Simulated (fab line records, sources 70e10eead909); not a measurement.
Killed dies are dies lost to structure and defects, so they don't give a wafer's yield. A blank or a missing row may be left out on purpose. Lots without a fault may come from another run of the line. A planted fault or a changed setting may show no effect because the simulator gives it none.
fab line records | flow nand_harc
record lots=10 wafers=30 last_day=25
route steps=1159 shown A_CHANNEL_HOLE_D1@469 END@1159
lots that met no fault: from a run of the same line without faults
start_h: hours from the record's first day to the start of the lot's first wafer shown | wait_h: hours since the lot's step before | " the same as in the row above | L1.1+2: a row that stands for several wafers | - no value, or no start given | * or withheld: withheld | < > ~ a bound
route shown NAME@n: a module of which the file shows steps, and the number in the route of the first | usual: mean/standard deviation of fault-free wafers | same: alike in all rows | chamber/n: place in a boat | sites: the reading at each site | _std_site: their standard deviation | _edge_site: outer sites' mean less inner sites' | radius_mm: how far each site lies from the wafer's centre | mask NAME#n: copy n | behind: the tool/chamber that last shaped the wafer | hold: why the lot was held/for how many hours/how that ended | device: the transistor (n, p or np) that didn't switch | end of line: the same wafers' tests at the end of the route | a step without rows: its recipe alone | killed: dies lost to structure and defects at the first sort, not the wafer's yield | map: a wafer's dies, x killed, . not, _ none there
set.NAME: the setting as run; set.NAME@STEP: as run at that earlier step | model.NAME: the simulator's own value behind a step, which no gauge read
steps of the route over a sample of lots; a table a step, a row a wafer
services: from which hour (start_h, from the record's first day; less than 0 if before it) a tool's chamber was out of use, for how many hours, and why
## steps
# step NHARC_A_CHANNEL_HOLE_D1_ETCH_16
# recipe target_depth_a=31000 over_etch_frac=0.3 time_s=806 ion_energy_ev=150 o2_flow_sccm=400 cos_flow_sccm=20 ar_flow_sccm=0 rf_w=500 bias_w=300 chemistry=O2/COS
# usual bias_w=299.9/1 chamber_pressure_mTorr=20.001/0.017 drypump_motor_current_A=5.8/0.47 oes_product_au=1.001/0.016 rf_vpp_V=314.0/1.8 showerhead_plenum_p_Torr=3.11/0.11 throttle_valve_pct=28.330/0.009
# columns lot.wafer tool chamber start_h wait_h bias_w chamber_pressure_mTorr drypump_motor_current_A oes_product_au rf_hours_counter_h rf_vpp_V showerhead_plenum_p_Torr throttle_valve_pct
L741.3 rie_diel-04 0 - - 299.0 19.994 6.1 1.024 7 316.4 3.22 28.319
L741.2 " 1 " " 300.4 19.972 5.7 1.007 7 318.3 3.33 28.342
L741.5 " 2 " " 301.6 20.017 6.0 1.008 - 312.2 3.01 28.334
L743.3 rie_diel-11 2 - - 298.2 20.013 6.5 0.988 10 313.1 3.08 28.324
L743.4 " 3 " " 300.4 20.004 5.8 1.031 10 314.1 3.09 28.327
L743.6 " 1 " " 300.2 19.994 5.5 1.026 - 312.6 2.98 28.330
L747.1 rie_diel-05 2 - - 299.3 20.005 5.6 0.994 3 315.7 3.11 28.332
L747.3 " 3 " " 300.9 19.979 5.2 1.018 3 312.5 2.96 28.338
L747.5 " 2 " " 298.6 20.002 5.5 1.003 - 313.8 3.11 28.338
L748.1 rie_diel-04 2 - - 300.6 19.978 6.0 1.005 10 312.8 3.00 28.344
L748.3 " 0 " " 300.2 19.977 6.1 0.989 9 316.1 3.22 28.317
L748.5 " 2 " " 301.2 20.022 6.0 0.990 - 313.1 3.00 28.334
L754.2 rie_diel-11 2 - - 299.8 20.009 6.5 0.968 4 315.1 3.08 28.332
L754.4 " 0 " " 298.9 20.015 5.5 0.989 4 314.5 3.08 28.334
L754.5 " 2 " " 300.6 19.995 6.5 0.965 - 312.8 3.08 28.329
L753.3 rie_diel-05 2 - - 298.8 20.022 5.5 1.019 6 311.8 3.11 28.336
L753.2 " 3 " " 300.4 20.017 5.2 1.027 5 311.1 2.95 28.318
L753.5 " 1 " " 300.6 20.015 6.7 0.982 - 315.0 3.12 28.327
L759.1 rie_diel-11 3 - - 300.9 20.017 5.8 1.017 6 313.3 3.09 28.345
L759.6 " 0 " " 299.2 19.989 5.5 0.992 - 313.9 3.08 28.325
L759.5 " 1 " " 298.7 20.000 5.4 0.997 - 312.4 2.98 28.332
L760.2 rie_diel-05 0 - - 301.4 19.994 6.3 1.008 8 313.2 3.09 28.337
L760.4 " 1 " " 299.4 19.993 6.7 0.997 7 314.7 3.11 28.341
L760.1 " 2 " " 299.5 20.035 5.6 1.012 9 312.2 3.11 28.318
L761.1 rie_diel-11 1 - - 300.9 19.998 5.4 0.985 7 312.3 2.98 28.326
L761.3 " 2 " " 298.3 20.011 6.6 0.965 6 313.7 3.07 28.327
L761.4 " 3 " " 298.8 20.015 5.8 1.015 6 312.8 3.09 28.335
L762.2 rie_diel-11 3 - - 298.3 20.006 5.7 1.006 7 314.4 3.09 28.321
L762.6 " 0 " " 299.2 19.977 5.5 0.988 - 314.6 3.08 28.327
L762.5 " 1 " " 299.7 20.037 5.4 0.995 - 311.4 2.98 28.322
# step NHARC_A_CHANNEL_HOLE_D1_CD_MEAS_18
# usual cd_nm=100.7/2.7
# columns lot.wafer tool chamber start_h wait_h cd_nm
L741.2 cd_sem-01 - 187.50 - 101.4
L741.3 " - " " 98.0
L741.5 " - " " 102.9
L743.3 cd_sem-02 - 187.66 - 99.9
L743.4 " - " " 101.1
L743.6 " - " " 99.9
L747.1 cd_sem-03 - 213.09 - 98.3
L747.3 " - " " 104.6
L747.5 " - " " 101.0
L748.1 cd_sem-03 - 226.33 - 103.6
L748.3 " - " " 99.9
L748.5 " - " " 102.4
L754.2 cd_sem-03 - 261.24 - 99.0
L754.4 " - " " 100.6
L754.5 " - " " 95.5
L753.2 cd_sem-02 - 261.42 - 102.0
L753.3 " - " " 99.2
L753.5 " - " " 105.0
L759.1 cd_sem-02 - 296.46 - 99.2
L759.5 " - " " 103.7
L759.6 " - " " 98.5
L760.1 cd_sem-03 - 297.02 - 100.7
L760.2 " - " " 102.3
L760.4 " - " " 104.8
L761.1 cd_sem-01 - 297.83 - 101.3
L761.3 " - " " 98.4
L761.4 " - " " 100.2
L762.2 cd_sem-01 - 310.84 - 99.4
L762.5 " - " " 100.5
L762.6 " - " " 97.5
# step NHARC_A_CHANNEL_HOLE_D1_ETCH_21
# recipe bias_v=3000 source_w=withheld pressure_mtorr=20 time_s=514.3 ar_flow_sccm=375 c4f8_flow_sccm=89.3 o2_flow_sccm=35.7 temp_c=-20 target_depth_a=16000 chemistry=C4F8/O2/Ar
# usual c4f8_flow_sccm=89.28/0.27 chamber_pressure_mTorr=20.003/0.018 drypump_motor_current_A=6.1/0.33 showerhead_plenum_p_Torr=3.74/0.15 throttle_valve_pct=32.155/0.0099
# columns lot.wafer tool chamber start_h wait_h c4f8_flow_sccm chamber_pressure_mTorr drypump_motor_current_A rf_hours_counter_h showerhead_plenum_p_Torr throttle_valve_pct
L741.2 har_etch-02 0 188.07 0.3 89.12 19.975 6.2 107 3.51 32.166
L741.3 " 0 " " 89.10 20.018 6.2 - 3.51 32.171
L741.5 " 0 " " 88.79 20.001 6.2 - 3.51 32.165
L743.3 har_etch-01 1 188.30 0.3 89.19 20.033 5.7 - 3.82 32.158
L743.4 " 0 " " 89.85 20.015 6.0 - 3.82 32.166
L743.6 " 1 " " 89.13 19.984 5.7 - 3.82 32.162
L747.1 har_etch-01 1 213.68 0.3 89.18 20.010 5.7 204 3.82 32.141
L747.3 " 1 " " 89.06 19.983 5.7 - 3.82 32.152
L747.5 " 0 " " 89.61 19.993 6.0 - 3.82 32.155
L748.1 har_etch-01 1 226.90 0.3 89.15 20.024 5.7 208 3.82 32.162
L748.3 " 1 " " 89.20 19.978 5.8 - 3.82 32.133
L748.5 " 1 " " 89.62 20.005 5.8 - 3.82 32.167
L754.2 har_etch-02 0 261.81 0.3 - - - - - -
L754.4 " 0 " " - - - - - -
L754.5 " 0 " " - - - - - -
L753.2 har_etch-01 1 261.91 0.3 - - - - - -
L753.3 " 0 " " - - - - - -
L753.5 " 0 " " - - - - - -
L759.1 har_etch-01 1 297.03 0.3 89.31 19.992 5.7 245 3.79 32.141
L759.5 " 0 " " 89.05 19.999 6.0 - 3.79 32.161
L759.6 " 1 " " 89.56 20.017 5.7 - 3.79 32.153
L760.1 har_etch-02 0 297.52 0.3 89.50 20.045 6.2 156 3.48 32.169
L760.2 " 1 " " 88.73 20.001 6.6 156 3.84 32.149
L760.4 " 0 " " 88.99 19.997 6.2 - 3.48 32.145
L761.1 har_etch-01 1 301.18 0.3 89.28 19.993 5.7 249 3.79 32.136
L761.4 " 0 " " 88.98 19.996 5.9 - 3.79 32.157
L761.3 " 1 " " 89.35 19.986 5.7 - 3.79 32.161
L762.2 har_etch-02 1 315.54 0.3 89.49 20.001 6.6 168 3.84 32.153
L762.5 " 1 " " 89.40 19.995 6.6 - 3.84 32.177
L762.6 " 0 " " 89.38 20.028 6.2 - 3.48 32.160
# step NHARC_A_CHANNEL_HOLE_D1_ETCH_44
# recipe target_depth_a=1400 overetch_a=140 time_s=77 ion_energy_ev=100 cf4_flow_sccm=80 o2_flow_sccm=20 ar_flow_sccm=0 rf_w=300 bias_w=100 chemistry=CF4/O2
# usual bias_w=100.02/0.29 cf4_flow_sccm=80.01/0.22 drypump_motor_current_A=5.8/0.41 oes_ar_750_au=0.999/0.0048 oes_product_au=1.000/0.016 rf_vpp_V=197.8/1.3 showerhead_plenum_p_Torr=1.34/0.054 throttle_valve_pct=13.397/0.009
# columns lot.wafer tool chamber start_h wait_h bias_w cf4_flow_sccm drypump_motor_current_A oes_ar_750_au oes_product_au rf_hours_counter_h rf_vpp_V showerhead_plenum_p_Torr throttle_valve_pct
L741.2 rie_diel-05 3 192.30 0.1 100.38 80.11 5.2 0.998 1.006 1 195.6 1.26 13.398
L741.3 " 0 " " 100.66 79.64 6.3 1.004 1.015 1 198.1 1.32 13.393
L741.5 " 2 " " 99.48 80.15 5.6 0.992 0.996 - 197.8 1.33 13.417
L743.3 rie_diel-04 0 192.46 0.1 100.25 80.23 6.1 1.007 1.019 7 198.1 1.38 13.397
L743.4 " 2 " " 100.35 79.99 6.0 1.003 0.981 8 196.6 1.28 13.400
L743.6 " 0 " " 100.31 79.91 6.1 1.002 1.015 - 199.0 1.38 13.408
L747.1 rie_diel-11 3 217.92 0.1 100.08 79.73 5.7 1.004 1.011 1 197.6 1.32 13.397
L747.3 " 2 " " 100.03 80.58 6.5 1.000 0.966 1 197.3 1.32 13.411
L747.5 " 0 " " 100.13 79.86 5.5 1.004 0.994 - 197.0 1.32 13.411
L748.3 rie_diel-04 1 231.18 0.1 99.81 79.96 5.7 0.993 0.999 10 199.2 1.43 13.396
L748.1 " 2 " " 99.74 80.07 6.0 0.995 1.002 11 196.9 1.28 13.389
L748.5 " 3 " " 99.63 79.87 5.3 0.993 1.026 - 198.3 1.41 13.390
L754.4 rie_diel-11 2 266.03 0.1 99.50 80.00 6.5 1.006 0.968 4 197.4 1.31 13.407
L754.2 " 3 " " 100.05 80.38 5.7 1.003 1.015 4 197.6 1.32 13.384
L754.5 " 1 " " 99.91 80.25 5.4 1.005 1.003 - 197.4 1.27 13.394
L753.3 rie_diel-04 2 266.19 0.1 100.24 79.70 6.0 1.001 0.986 14 197.0 1.28 13.383
L753.2 " 3 " " 99.88 79.97 5.3 1.002 1.016 10 198.6 1.41 13.400
L753.5 " 2 " " 99.74 80.01 6.0 0.998 0.997 - 196.5 1.28 13.402
L759.1 rie_diel-11 0 301.24 0.1 100.08 79.63 5.5 0.995 1.002 6 198.0 1.32 13.393
L759.6 " 3 " " 99.97 80.27 5.7 1.001 1.018 - 196.8 1.32 13.398
L759.5 " 0 " " 100.21 79.72 5.5 1.001 0.993 - 197.0 1.32 13.372
L760.2 rie_diel-04 2 301.82 0.1 99.87 79.81 6.0 1.003 1.001 0 197.4 1.28 13.408
L760.4 " 0 " " 99.74 79.95 6.1 1.005 1.008 0 198.1 1.38 13.412
L760.1 " 1 " " 99.74 79.89 5.7 1.005 0.982 0 200.3 1.43 13.410
L761.1 rie_diel-04 0 305.42 0.1 100.12 79.89 6.1 0.994 1.019 0 198.4 1.38 13.395
L761.4 " 1 " " 100.02 79.83 5.7 1.005 0.982 0 199.9 1.43 13.390
L761.3 " 2 " " 100.06 80.02 6.0 0.993 1.016 0 194.9 1.28 13.395
L762.2 rie_diel-04 2 319.82 0.1 100.41 80.17 6.0 0.998 1.014 1 196.2 1.28 13.411
L762.5 " 2 " " 100.55 80.11 6.0 0.993 1.006 - 196.4 1.28 13.387
L762.6 " 3 " " 100.44 80.16 5.3 0.997 0.980 - 199.2 1.41 13.407
# step NHARC_A_CHANNEL_HOLE_D1_CD_MEAS_30
# usual cd_nm=90.9/1.5
# columns lot.wafer tool chamber start_h wait_h cd_nm
L741.2 cd_sem-03 - 193.10 - 90.3
L741.3 " - " " 89.4
L741.5 " - " " 91.1
L743.3 cd_sem-03 - 193.26 - 91.5
L743.4 " - " " 87.9
L743.6 " - " " 90.4
L747.1 cd_sem-01 - 218.71 - 91.6
L747.3 " - " " 89.4
L747.5 " - " " 91.0
L748.1 cd_sem-03 - 232.10 - 89.9
L748.3 " - " " 91.3
L748.5 " - " " 90.2
L754.2 cd_sem-01 - 266.81 - 0.9
L754.4 " - " " 1.8
L754.5 " - " " 0.3
L753.2 cd_sem-03 - 266.98 - 0.6
L753.3 " - " " 1.1
L753.5 " - " " -0.3
L759.1 cd_sem-02 - 302.03 - 91.0
L759.5 " - " " 90.5
L759.6 " - " " 93.8
L760.1 cd_sem-02 - 302.63 - 92.2
L760.2 " - " " 91.4
L760.4 " - " " 91.2
L761.1 cd_sem-01 - 306.22 - 87.6
L761.3 " - " " 86.6
L761.4 " - " " 92.1
L762.2 cd_sem-01 - 320.62 - 89.7
L762.5 " - " " 88.5
L762.6 " - " " 90.5
# step NHARC_A_CHANNEL_HOLE_D1_XSEM_31
# recipe landing_energy_ev=35000
# usual bot_cd_nm=75.6/1.4 bow_nm=8.8/0.31 tilt_deg=0.08/0.049
# columns lot.wafer tool chamber start_h wait_h bot_cd_nm bow_nm tilt_deg
L741.2 xsem-01 0 193.18 0.1 75.2 8.8 0.09
L741.3 " 0 " " 74.6 8.8 0.08
L741.5 " 0 " " 75.9 8.8 0.09
L743.3 xsem-02 0 193.36 0.1 76.3 8.7 0.04
L743.4 " 0 " " 73.3 8.8 0.04
L743.6 " 0 " " 75.1 8.6 0.04
L747.1 xsem-01 0 218.80 0.1 75.1 9.0 0.23
L747.3 " 0 " " 73.0 9.0 0.23
L747.5 " 0 " " 74.7 9.0 0.22
L748.1 xsem-02 0 232.19 0.1 74.7 8.9 0.00
L748.3 " 0 " " 74.9 8.9 0.00
L748.5 " 0 " " 75.1 8.9 0.00
L754.2 xsem-02 0 266.90 0.1 1.5 0.0 0.04
L754.4 " 0 " " 2.1 0.0 0.04
L754.5 " 0 " " 0.9 0.0 0.04
L753.2 xsem-01 0 267.07 0.1 0.6 0.7 0.05
L753.3 " 0 " " 0.6 0.7 0.05
L753.5 " 0 " " 0.0 0.7 0.05
L759.1 xsem-01 0 302.12 0.1 74.8 8.7 0.13
L759.5 " 0 " " 75.3 8.6 0.13
L759.6 " 0 " " 78.7 8.7 0.13
L760.1 xsem-01 0 302.71 0.1 76.1 8.2 0.08
L760.2 " 0 " " 75.1 8.3 0.08
L760.4 " 0 " " 74.8 8.2 0.08
L761.1 xsem-01 0 306.31 0.1 72.5 9.4 0.14
L761.3 " 0 " " 71.4 9.3 0.14
L761.4 " 0 " " 76.8 9.3 0.14
L762.2 xsem-01 0 320.71 0.1 74.3 8.9 0.07
L762.5 " 0 " " 73.8 8.8 0.07
L762.6 " 0 " " 75.6 8.8 0.07
# step NHARC_END_SORT_01
# recipe temp_c=25
# usual killed_at_array=30/10 killed_at_other=0.5/0.82 killed_at_periphery=2.9/2 killed_dies=34/11 killed_open=3.2/1.8 killed_short=2.0/1.4
# same gross_dies=677
# columns lot.wafer tool chamber start_h wait_h killed_at_array killed_at_other killed_at_periphery killed_dies killed_open killed_short
L753.2 prober-02 0 544.82 2.8 674 0 3 677 2 3
L753.3 prober-02 0 545.63 3.1 676 1 0 677 2 5
L753.5 prober-02 0 547.26 3.7 674 0 3 677 6 5
L754.2 prober-01 0 559.39 2.8 672 1 4 677 9 3
L754.4 prober-01 0 560.96 3.3 676 0 1 677 11 7
L754.5 prober-01 0 561.75 3.6 675 0 2 677 6 7
# killed by level:class
L753.2 A_CHANNEL_HOLE_D1:area_etch=631 A_CHANNEL_HOLE_D1:chamber_film_flake=14 A_SLIT:chamber_film_flake=13 A_STAIRCASE:chamber_film_flake=5 A_CONTACT:chamber_film_flake=5 A_CHANNEL_HOLE_D1:geometric_particle:short=2 P_GATE:chamber_film_flake=2 A_CHANNEL_HOLE_D1:geometric_particle:open=1
L753.3 A_CHANNEL_HOLE_D1:area_etch=633 A_CHANNEL_HOLE_D1:chamber_film_flake=12 A_SLIT:chamber_film_flake=11 A_STAIRCASE:chamber_film_flake=8 A_CHANNEL_HOLE_D1:geometric_particle:short=3 A_CONTACT:chamber_film_flake=3 A_CHANNEL_HOLE_D1:geometric_particle:open=2 A_ONON_D1:geometric_particle:short=1
L753.5 A_CHANNEL_HOLE_D1:area_etch=624 A_SLIT:chamber_film_flake=17 A_CHANNEL_HOLE_D1:chamber_film_flake=16 A_STAIRCASE:chamber_film_flake=4 A_CHANNEL_HOLE_D1:geometric_particle:short=3 A_CONTACT:chamber_film_flake=3 A_CHANNEL_HOLE_D1:geometric_particle:open=2 P_CONTACT:geometric_particle:short=1
L754.2 A_CHANNEL_HOLE_D1:area_etch=630 A_SLIT:chamber_film_flake=15 A_STAIRCASE:chamber_film_flake=10 A_CHANNEL_HOLE_D1:chamber_film_flake=5 A_CONTACT:geometric_particle:open=3 P_M0:geometric_particle:open=2 A_CHANNEL_HOLE_D1:geometric_particle:short=2 A_CONTACT:chamber_film_flake=2
L754.4 A_CHANNEL_HOLE_D1:area_etch=627 A_SLIT:chamber_film_flake=15 A_CHANNEL_HOLE_D1:geometric_particle:open=9 A_STAIRCASE:chamber_film_flake=7 A_CHANNEL_HOLE_D1:chamber_film_flake=5 A_CHANNEL_HOLE_D1:geometric_particle:short=4 A_CHANNEL_FILL_D1:chamber_film_flake=2 A_CONTACT:chamber_film_flake=2
L754.5 A_CHANNEL_HOLE_D1:area_etch=633 A_SLIT:chamber_film_flake=11 A_STAIRCASE:chamber_film_flake=11 A_CHANNEL_HOLE_D1:geometric_particle:open=4 A_CHANNEL_HOLE_D1:chamber_film_flake=4 A_CHANNEL_HOLE_D1:geometric_particle:short=3 A_CHANNEL_FILL_D1:chamber_film_flake=2 P_M0:geometric_particle:short=1
## services
# columns tool chamber start_h hours kind
rie_diel-05 - 163.62 9.0 pm
rie_diel-11 0 168.73 - clean
rie_diel-11 1 168.73 - clean
rie_diel-11 2 168.73 - clean
rie_diel-11 3 168.73 - clean
rie_diel-04 0 169.90 - clean
rie_diel-04 1 169.90 - clean
rie_diel-04 2 169.90 - clean
rie_diel-04 3 169.90 - clean
rie_diel-11 - 189.50 9.0 pm
rie_diel-11 0 189.50 9.0 vent_cycle
rie_diel-11 1 189.50 9.0 vent_cycle
rie_diel-11 2 189.50 9.0 vent_cycle
rie_diel-11 3 189.50 9.0 vent_cycle
rie_diel-04 0 194.40 - clean
rie_diel-04 0 230.43 2.9 repair
rie_diel-11 3 261.11 2.5 repair
rie_diel-05 1 261.67 4.1 repair
rie_diel-05 1 269.06 1.2 repair
rie_diel-04 - 288.90 9.0 pm
rie_diel-05 1 288.94 6.1 repair
xsem-02 - 302.00 14.0 pm
har_etch-01 - 305.00 17.0 pm
rie_diel-04 3 313.35 1.4 repair
## key
first_sign step=NHARC_A_CHANNEL_HOLE_D1_ETCH_21 reading=tool_record direction=missing
effect step=NHARC_A_CHANNEL_HOLE_D1_CD_MEAS_30 reading=cd_nm direction=down sigmas=59 usual=90.9 struck=0.7
effect step=NHARC_A_CHANNEL_HOLE_D1_XSEM_31 reading=bot_cd_nm direction=down sigmas=52 usual=75.6 struck=1.0
effect step=NHARC_END_SORT_01 reading=killed_at_array direction=up sigmas=62 usual=30 struck=674
more_kills_born_at NHARC_A_CHANNEL_HOLE_D1_ETCH_21@har_etch-02=1890 NHARC_A_CHANNEL_HOLE_D1_ETCH_21@har_etch-01=1888
met_at NHARC_A_CHANNEL_HOLE_D1_ETCH_21
struck_lots L753,L754
later_rows_left_out L753.2,L753.3,L753.5,L754.2,L754.4,L754.5
tester_left_out L753,L754
not_acting_at NHARC_A_CHANNEL_HOLE_D1_ETCH_16,NHARC_A_CHANNEL_HOLE_D1_CD_MEAS_18,NHARC_A_CHANNEL_HOLE_D1_ETCH_44
onset_between 226.90 261.81
fault kind=skipped_step_whole tool=har_etch-01,har_etch-02 chamber=- onset_h=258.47 steps=NHARC_A_CHANNEL_HOLE_D1_ETCH_21 scope=struck_lots_only
# tester_left_out: of these lots the tester's yield and bins aren't shown, on N5 and GAA mostly nor the transistor test; their killed dies are dies lost to structure and defects alone, not to doping, threshold or leakage, so they don't give the yield
# later_rows_left_out: the simulator's readings of these wafers behind a module that went badly wrong aren't trusted and aren't shown, but for the sort
